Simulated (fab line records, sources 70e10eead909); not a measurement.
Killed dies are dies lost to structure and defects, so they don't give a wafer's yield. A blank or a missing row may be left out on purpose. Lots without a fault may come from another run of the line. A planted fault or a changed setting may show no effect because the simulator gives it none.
Which tool did it? | flow nand_harc | 22 lots, 66 wafers sampled, at 6 steps of a route of 1159

WHAT THE GAUGES READ, wafer by wafer
The record holds no reading of a measuring or inspecting step that can be judged against a usual standard deviation.

WHICH TOOL RAN EACH LOT (tool, then ch and the chambers of the sampled wafers, then the start)
lot  | NHARC_A_STAIRCASE_ETCH_13      | NHARC_A_STAIRCASE_ETCH_23      | NHARC_A_STAIRCASE_ETCH_25      | NHARC_A_STAIRCASE_TRIM_200     | NHARC_A_STAIRCASE_TRIM_202     | NHARC_A_STAIRCASE_ETCH_203
L074 | rie_diel-08 ch 0,2, no start   | rie_diel-06 ch 1,2, no start   | rie_diel-06 ch 0,1, no start   | rie_diel-08 ch 0,2,3, no start | rie_diel-08 ch 0,1,2, no start | rie_diel-08 ch 1,2,3, no start
L075 | rie_diel-12 ch 1,2, no start   | rie_diel-08 ch 1,2,3, no start | rie_diel-08 ch 1,3, no start   | rie_diel-12 ch 0,2, no start   | rie_diel-12 ch 1,2, no start   | rie_diel-12 ch 0,1, no start
L076 | rie_diel-06 ch 2,3, no start   | rie_diel-06 ch 2,3, no start   | rie_diel-06 ch 0,1, no start   | rie_diel-08 ch 0,1,2, no start | rie_diel-08 ch 1,2,3, no start | rie_diel-08 ch 0,2,3, no start
L078 | rie_diel-08 ch 0,1, no start   | rie_diel-06 ch 0,2,3, no start | rie_diel-06 ch 1,2,3, no start | rie_diel-08 ch 1,2,3, no start | rie_diel-08 ch 0,1,3, no start | rie_diel-08 ch 0,2, no start
L077 | rie_diel-06 ch 0,2,3, no start | rie_diel-08 ch 1,2,3, no start | rie_diel-08 ch 0,1,3, no start | rie_diel-06 ch 0,1,2, no start | rie_diel-06 ch 0,1,2, no start | rie_diel-06 ch 1,2,3, no start
L081 | rie_diel-06 ch 0,2,3, no start | rie_diel-08 ch 0,3, no start   | rie_diel-08 ch 0,1,2, no start | rie_diel-08 ch 1,2, no start   | rie_diel-08 ch 0,1,3, no start | rie_diel-08 ch 0,1,2, no start
L079 | rie_diel-12 ch 0,2,3, no start | rie_diel-06 ch 0,1, no start   | rie_diel-06 ch 0,1,3, no start | rie_diel-06 ch 1,2, no start   | rie_diel-06 ch 1,2, no start   | rie_diel-06 ch 0,1, no start
L082 | rie_diel-08 ch 0,2, no start   | rie_diel-06 ch 0,1,3, no start | rie_diel-06 ch 1,2, no start   | rie_diel-08 ch 1,2,3, no start | rie_diel-08 ch 1,2,3, no start | rie_diel-08 ch 1,2, no start
L083 | rie_diel-08 ch 1,3, no start   | rie_diel-08 ch 0,2, no start   | rie_diel-08 ch 0,3, no start   | rie_diel-12 ch 0,1, no start   | rie_diel-12 ch 0,1,2, no start | rie_diel-12 ch 0,1,3, no start
L084 | rie_diel-08 ch 0,2,3, no start | rie_diel-12 ch 0,1,2, no start | rie_diel-12 ch 2,3, no start   | rie_diel-06 ch 1,3, no start   | rie_diel-06 ch 1,2, no start   | rie_diel-06 ch 0,3, no start
L086 | rie_diel-06 ch 0,1,3, no start | rie_diel-12 ch 0,1,2, no start | rie_diel-12 ch 1,2, no start   | rie_diel-06 ch 1,3, no start   | rie_diel-06 ch 2,3, no start   | rie_diel-06 ch 1,3, no start
L085 | rie_diel-06 ch 0,3, no start   | rie_diel-06 ch 0,2, no start   | rie_diel-06 ch 0,2,3, no start | rie_diel-08 ch 2,3, no start   | rie_diel-08 ch 0,1,3, no start | rie_diel-08 ch 1,3, no start
L088 | rie_diel-06 ch 1,2,3, no start | rie_diel-06 ch 0,1,2, no start | rie_diel-06 ch 1,3, no start   | rie_diel-06 ch 2,3, no start   | rie_diel-06 ch 0,1,2, no start | rie_diel-06 ch 1,2,3, no start
L087 | rie_diel-12 ch 0,1, no start   | rie_diel-12 ch 0,3, no start   | rie_diel-12 ch 2,3, no start   | rie_diel-08 ch 1,2, no start   | rie_diel-08 ch 0,3, no start   | rie_diel-08 ch 0,1,3, no start
L089 | rie_diel-12 ch 0,1,2, no start | rie_diel-06 ch 0,2,3, no start | rie_diel-06 ch 0,1,3, no start | rie_diel-06 ch 0,1,3, no start | rie_diel-06 ch 1,2,3, no start | rie_diel-06 ch 0,1,3, no start
L090 | rie_diel-12 ch 1,2, no start   | rie_diel-12 ch 0,1,2, no start | rie_diel-12 ch 0,3, no start   | rie_diel-12 ch 2,3, no start   | rie_diel-12 ch 0,2,3, no start | rie_diel-12 ch 0,2,3, no start
L091 | rie_diel-06 ch 0,2, no start   | rie_diel-06 ch 0,2, no start   | rie_diel-06 ch 1,3, no start   | rie_diel-12 ch 2,3, no start   | rie_diel-12 ch 0,1,2, no start | rie_diel-12 ch 1,3, no start
L093 | rie_diel-06 ch 0,1, no start   | rie_diel-06 ch 1,2,3, no start | rie_diel-06 ch 1,3, no start   | rie_diel-08 ch 2,3, no start   | rie_diel-08 ch 1,2, no start   | rie_diel-08 ch 0,1,3, no start
L094 | rie_diel-12 ch 1,2, no start   | rie_diel-12 ch 0,1,2, no start | rie_diel-12 ch 1,2,3, no start | rie_diel-08 ch 0,1,2, no start | rie_diel-08 ch 0,2,3, no start | rie_diel-08 ch 1,2, no start
L095 | rie_diel-08 ch 1,3, no start   | rie_diel-06 ch 0,2, no start   | rie_diel-06 ch 1,3, no start   | rie_diel-08 ch 1,3, no start   | rie_diel-08 ch 1,2, no start   | rie_diel-08 ch 1,2, no start
L096 | rie_diel-06 ch 0,1,2, no start | rie_diel-12 ch 1,3, no start   | rie_diel-12 ch 0,3, no start   | rie_diel-08 ch 1,3, no start   | rie_diel-08 ch 0,2, no start   | rie_diel-08 ch 0,1,2, no start
L097 | rie_diel-12 ch 0,1,2, no start | rie_diel-06 ch 0,1,3, no start | rie_diel-06 ch 0,1,3, no start | rie_diel-12 ch 0,1,3, no start | rie_diel-12 ch 0,1,3, no start | rie_diel-12 ch 1,2,3, no start
- NHARC_A_STAIRCASE_ETCH_13: etches the open film in C4F8/O2, target depth 100 nm, time 40.5 s.
- NHARC_A_STAIRCASE_ETCH_23: etches the open film in C4F8/O2, target depth 100 nm, time 40.5 s.
- NHARC_A_STAIRCASE_ETCH_25: etches the open film in C4F8/O2, target depth 100 nm, time 40.5 s.
- NHARC_A_STAIRCASE_TRIM_200: chemistry O2, time 211.2 s.
- NHARC_A_STAIRCASE_TRIM_202: chemistry O2, time 211.2 s.
- NHARC_A_STAIRCASE_ETCH_203: etches the open film in C4F8/O2, target depth 100 nm, time 40.5 s.

WHAT THE TOOLS THEMSELVES READ (means of the sampled wafers that have a number; where no wafer has one, the mark that the record gives instead)
NHARC_A_STAIRCASE_ETCH_13.
lot  | tool        | chamber_pressure_mTorr (mTorr) | oes_product_au (a.u.) | rf_vpp_V (V)
L074 | rie_diel-08 | 24.968                         | 0.947                 | 893
L075 | rie_diel-12 | 24.988                         | 0.939                 | 892
L076 | rie_diel-06 | 25.000                         | 0.941                 | 904
L078 | rie_diel-08 | 24.996                         | 0.929                 | 899
L077 | rie_diel-06 | 24.998                         | 0.940                 | 901
L081 | rie_diel-06 | 24.998                         | 0.946                 | 901
L079 | rie_diel-12 | 25.016                         | 0.938                 | 896
L082 | rie_diel-08 | 24.994                         | 0.935                 | 893
L083 | rie_diel-08 | 24.986                         | 0.937                 | 894
L084 | rie_diel-08 | 24.997                         | 0.927                 | 892
L086 | rie_diel-06 | 25.013                         | 0.925                 | 897
L085 | rie_diel-06 | 24.986                         | 0.920                 | 899
L088 | rie_diel-06 | 24.997                         | 0.919                 | 898
L087 | rie_diel-12 | 25.022                         | 0.955                 | 897
L089 | rie_diel-12 | 25.012                         | 0.953                 | 895
L090 | rie_diel-12 | 25.010                         | 0.926                 | 892
L091 | rie_diel-06 | 24.989                         | 0.948                 | 900
L093 | rie_diel-06 | 24.976                         | 0.921                 | 893
L094 | rie_diel-12 | 24.989                         | 0.922                 | 893
L095 | rie_diel-08 | 24.984                         | 0.951                 | 893
L096 | rie_diel-06 | 25.009                         | 0.957                 | 895
L097 | rie_diel-12 | 25.014                         | 0.951                 | 895

NHARC_A_STAIRCASE_ETCH_23.
lot  | tool        | chamber_pressure_mTorr (mTorr) | oes_product_au (a.u.) | rf_vpp_V (V)
L074 | rie_diel-06 | 24.995                         | 0.950                 | 898
L075 | rie_diel-08 | 24.982                         | 0.943                 | 891
L076 | rie_diel-06 | 25.014                         | 0.933                 | 905
L078 | rie_diel-06 | 25.003                         | 0.949                 | 902
L077 | rie_diel-08 | 24.998                         | 0.941                 | 891
L081 | rie_diel-08 | 24.976                         | 0.955                 | 893
L079 | rie_diel-06 | 25.014                         | 0.928                 | 890
L082 | rie_diel-06 | 24.977                         | 0.953                 | 897
L083 | rie_diel-08 | 24.992                         | 0.950                 | 892
L084 | rie_diel-12 | 25.014                         | 0.940                 | 895
L086 | rie_diel-12 | 24.995                         | 0.939                 | 895
L085 | rie_diel-06 | 25.000                         | 0.939                 | 901
L088 | rie_diel-06 | 25.006                         | 0.949                 | 895
L087 | rie_diel-12 | 25.014                         | 0.949                 | 899
L089 | rie_diel-06 | 24.992                         | 0.964                 | 901
L090 | rie_diel-12 | 24.999                         | 0.943                 | 896
L091 | rie_diel-06 | 25.016                         | 0.946                 | 899
L093 | rie_diel-06 | 25.006                         | 0.947                 | 897
L094 | rie_diel-12 | 25.014                         | 0.946                 | 895
L095 | rie_diel-06 | 24.980                         | 0.963                 | 899
L096 | rie_diel-12 | 25.012                         | 0.929                 | 895
L097 | rie_diel-06 | 24.998                         | 0.933                 | 896

NHARC_A_STAIRCASE_ETCH_25.
lot  | tool        | chamber_pressure_mTorr (mTorr) | oes_product_au (a.u.) | rf_vpp_V (V)
L074 | rie_diel-06 | 24.985                         | 0.932                 | 892
L075 | rie_diel-08 | 24.982                         | 0.950                 | 894
L076 | rie_diel-06 | 25.010                         | 0.932                 | 891
L078 | rie_diel-06 | 25.013                         | 0.944                 | 898
L077 | rie_diel-08 | 24.999                         | 0.952                 | 895
L081 | rie_diel-08 | 24.989                         | 0.955                 | 896
L079 | rie_diel-06 | 25.007                         | 0.939                 | 897
L082 | rie_diel-06 | 25.032                         | 0.943                 | 892
L083 | rie_diel-08 | 25.003                         | 0.946                 | 897
L084 | rie_diel-12 | 25.000                         | 0.955                 | 894
L086 | rie_diel-12 | 24.996                         | 0.947                 | 892
L085 | rie_diel-06 | 24.985                         | 0.944                 | 901
L088 | rie_diel-06 | 25.010                         | 0.937                 | 894
L087 | rie_diel-12 | 25.000                         | 0.944                 | 894
L089 | rie_diel-06 | 25.015                         | 0.945                 | 896
L090 | rie_diel-12 | 25.019                         | 0.936                 | 900
L091 | rie_diel-06 | 25.013                         | 0.936                 | 893
L093 | rie_diel-06 | 25.010                         | 0.947                 | 893
L094 | rie_diel-12 | 24.996                         | 0.953                 | 893
L095 | rie_diel-06 | 24.998                         | 0.941                 | 892
L096 | rie_diel-12 | 25.004                         | 0.940                 | 898
L097 | rie_diel-06 | 24.999                         | 0.947                 | 897

NHARC_A_STAIRCASE_TRIM_200.
lot  | tool        | chamber_pressure_mTorr (mTorr) | drypump_motor_current_A (A) | mfc_ar_sccm (sccm) | oes_product_au (a.u.) | rf_vpp_V (V) | showerhead_plenum_p_Torr (Torr) | throttle_valve_pct (%)
L074 | rie_diel-08 | 60.01                          | 5.5                         | 0.009              | 1.002                 | 57.3         | 3.45                            | 17.037
L075 | rie_diel-12 | 60.00                          | 5.8                         | 0.006              | 1.009                 | 57.3         | 3.60                            | 17.030
L076 | rie_diel-08 | 60.00                          | 5.8                         | 0.010              | 1.005                 | 57.0         | 3.50                            | 17.034
L078 | rie_diel-08 | 60.04                          | 5.4                         | 0.001              | 1.005                 | 57.3         | 3.39                            | 17.039
L077 | rie_diel-06 | 60.08                          | 5.9                         | 0.012              | 1.004                 | 57.5         | 3.53                            | 17.032
L081 | rie_diel-08 | 59.99                          | 5.8                         | 0.001              | 1.000                 | 57.5         | 3.45                            | 17.044
L079 | rie_diel-06 | 59.96                          | 6.2                         | 0.016              | 1.000                 | 57.8         | 3.44                            | 17.038
L082 | rie_diel-08 | 59.99                          | 5.5                         | 0.001              | 1.005                 | 57.8         | 3.39                            | 17.049
L083 | rie_diel-12 | 59.98                          | 6.2                         | 0.003              | 1.004                 | 58.0         | 3.62                            | 17.050
L084 | rie_diel-06 | 59.99                          | 5.8                         | 0.007              | 1.001                 | 58.1         | 3.61                            | 17.029
L086 | rie_diel-06 | 59.97                          | 5.8                         | 0.007              | 1.001                 | 57.9         | 3.61                            | 17.038
L085 | rie_diel-08 | 59.98                          | 5.1                         | 0.000              | 0.997                 | 57.0         | 3.33                            | 17.025
L088 | rie_diel-06 | 60.05                          | 5.6                         | 0.002              | 0.995                 | 58.6         | 3.74                            | 17.019
L087 | rie_diel-08 | 60.06                          | 5.7                         | 0.001              | 1.006                 | 57.6         | 3.37                            | 17.041
L089 | rie_diel-06 | 59.99                          | 5.9                         | 0.010              | 0.999                 | 58.1         | 3.54                            | 17.028
L090 | rie_diel-12 | 60.02                          | 5.4                         | 0.011              | 0.997                 | 57.3         | 3.42                            | 17.032
L091 | rie_diel-12 | 59.98                          | 5.6                         | 0.006              | 0.997                 | 58.2         | 3.47                            | 17.032
L093 | rie_diel-08 | 59.97                          | 5.4                         | 0.000              | 1.003                 | 57.2         | 3.31                            | 17.040
L094 | rie_diel-08 | 60.04                          | 5.8                         | 0.010              | 1.008                 | 57.4         | 3.48                            | 17.037
L095 | rie_diel-08 | 60.00                          | 5.5                         | 0.001              | 1.005                 | 57.7         | 3.45                            | 17.023
L096 | rie_diel-08 | 60.01                          | 5.2                         | 0.001              | 1.001                 | 57.1         | 3.39                            | 17.040
L097 | rie_diel-12 | 60.01                          | 5.9                         | 0.003              | 1.003                 | 58.0         | 3.55                            | 17.041

NHARC_A_STAIRCASE_TRIM_202.
lot  | tool        | chamber_pressure_mTorr (mTorr) | drypump_motor_current_A (A) | mfc_ar_sccm (sccm) | oes_product_au (a.u.) | rf_vpp_V (V) | showerhead_plenum_p_Torr (Torr) | throttle_valve_pct (%)
L074 | rie_diel-08 | 59.98                          | 5.8                         | 0.010              | 1.006                 | 57.6         | 3.50                            | 17.037
L075 | rie_diel-12 | 60.02                          | 5.7                         | 0.012              | 1.000                 | 58.5         | 3.46                            | 17.042
L076 | rie_diel-08 | 59.93                          | 5.5                         | 0.001              | 1.009                 | 57.0         | 3.40                            | 17.040
L078 | rie_diel-08 | 60.02                          | 5.6                         | 0.010              | 1.007                 | 57.3         | 3.51                            | 17.034
L077 | rie_diel-06 | 59.98                          | 5.9                         | 0.012              | 0.995                 | 57.8         | 3.53                            | 17.032
L081 | rie_diel-08 | 59.99                          | 5.6                         | 0.010              | 1.008                 | 57.9         | 3.51                            | 17.034
L079 | rie_diel-06 | 60.01                          | 6.2                         | 0.016              | 0.999                 | 57.2         | 3.44                            | 17.035
L082 | rie_diel-08 | 60.01                          | 5.4                         | 0.001              | 1.010                 | 57.2         | 3.39                            | 17.033
L083 | rie_diel-12 | 59.99                          | 5.8                         | 0.009              | 0.997                 | 59.0         | 3.52                            | 17.036
L084 | rie_diel-06 | 60.04                          | 6.2                         | 0.016              | 0.997                 | 56.6         | 3.44                            | 17.043
L086 | rie_diel-06 | 60.02                          | 5.7                         | 0.004              | 0.992                 | 57.7         | 3.72                            | 17.037
L085 | rie_diel-08 | 59.98                          | 5.5                         | 0.010              | 0.999                 | 58.7         | 3.50                            | 17.044
L088 | rie_diel-06 | 59.95                          | 6.0                         | 0.012              | 0.986                 | 58.3         | 3.52                            | 17.037
L087 | rie_diel-08 | 59.96                          | 5.6                         | 0.019              | 0.997                 | 57.7         | 3.54                            | 17.041
L089 | rie_diel-06 | 60.04                          | 5.9                         | 0.009              | 0.992                 | 58.1         | 3.58                            | 17.037
L090 | rie_diel-12 | 59.98                          | 5.7                         | 0.006              | 0.996                 | 58.4         | 3.53                            | 17.030
L091 | rie_diel-12 | 59.99                          | 5.8                         | 0.009              | 1.001                 | 57.1         | 3.51                            | 17.044
L093 | rie_diel-08 | 60.06                          | 5.8                         | 0.001              | 1.000                 | 57.1         | 3.44                            | 17.030
L094 | rie_diel-08 | 59.99                          | 5.5                         | 0.009              | 0.999                 | 57.2         | 3.42                            | 17.035
L095 | rie_diel-08 | 59.98                          | 5.7                         | 0.001              | 1.010                 | 57.7         | 3.37                            | 17.032
L096 | rie_diel-08 | 60.03                          | 5.8                         | 0.009              | 1.002                 | 58.1         | 3.41                            | 17.042
L097 | rie_diel-12 | 59.98                          | 5.9                         | 0.003              | 1.001                 | 57.7         | 3.55                            | 17.043

NHARC_A_STAIRCASE_ETCH_203.
lot  | tool        | chamber_pressure_mTorr (mTorr) | oes_product_au (a.u.) | rf_vpp_V (V)
L074 | rie_diel-08 | 24.982                         | 0.944                 | 892
L075 | rie_diel-12 | 24.997                         | 0.951                 | 900
L076 | rie_diel-08 | 24.995                         | 0.957                 | 894
L078 | rie_diel-08 | 24.986                         | 0.949                 | 896
L077 | rie_diel-06 | 25.010                         | 0.944                 | 898
L081 | rie_diel-08 | 25.008                         | 0.954                 | 895
L079 | rie_diel-06 | 24.996                         | 0.951                 | 894
L082 | rie_diel-08 | 24.989                         | 0.935                 | 891
L083 | rie_diel-12 | 25.004                         | 0.951                 | 898
L084 | rie_diel-06 | 25.015                         | 0.947                 | 900
L086 | rie_diel-06 | 25.010                         | 0.930                 | 899
L085 | rie_diel-08 | 24.986                         | 0.956                 | 890
L088 | rie_diel-06 | 24.999                         | 0.929                 | 898
L087 | rie_diel-08 | 25.005                         | 0.930                 | 895
L089 | rie_diel-06 | 25.014                         | 0.943                 | 896
L090 | rie_diel-12 | 25.002                         | 0.948                 | 896
L091 | rie_diel-12 | 25.010                         | 0.942                 | 895
L093 | rie_diel-08 | 25.006                         | 0.945                 | 894
L094 | rie_diel-08 | 25.011                         | 0.949                 | 890
L095 | rie_diel-08 | 24.989                         | 0.943                 | 891
L096 | rie_diel-08 | 25.001                         | 0.933                 | 894
L097 | rie_diel-12 | 25.010                         | 0.950                 | 893

THE ANSWER, worked out from the rows above alone
Rule: what is usual is taken from the lots themselves. Put in order of their means at a reading, lots are off if they are a third of the lots or fewer, leave a main group of 4 or more, and stand apart from it by a gap of 3 or more times the standard deviation of the main group's means; of several such gaps the widest counts. A main group whose means are all the same, to the digits that the tables above print for the reading, isn't used. A lot without any number at a reading at which 4 lots or more have one is off too. The other lots that the step has rows for count as sound. The gauges are gone through in route order, then the tools' own readings, and for those a lot's mean is taken as printed above. The first step at which some lot is off is used, and at that step the reading that is off furthest; a lot without a number counts as furthest.
No lot is off at any reading shown: from this, nothing can be told.

WHAT THE SIMULATOR HAD PUT IN
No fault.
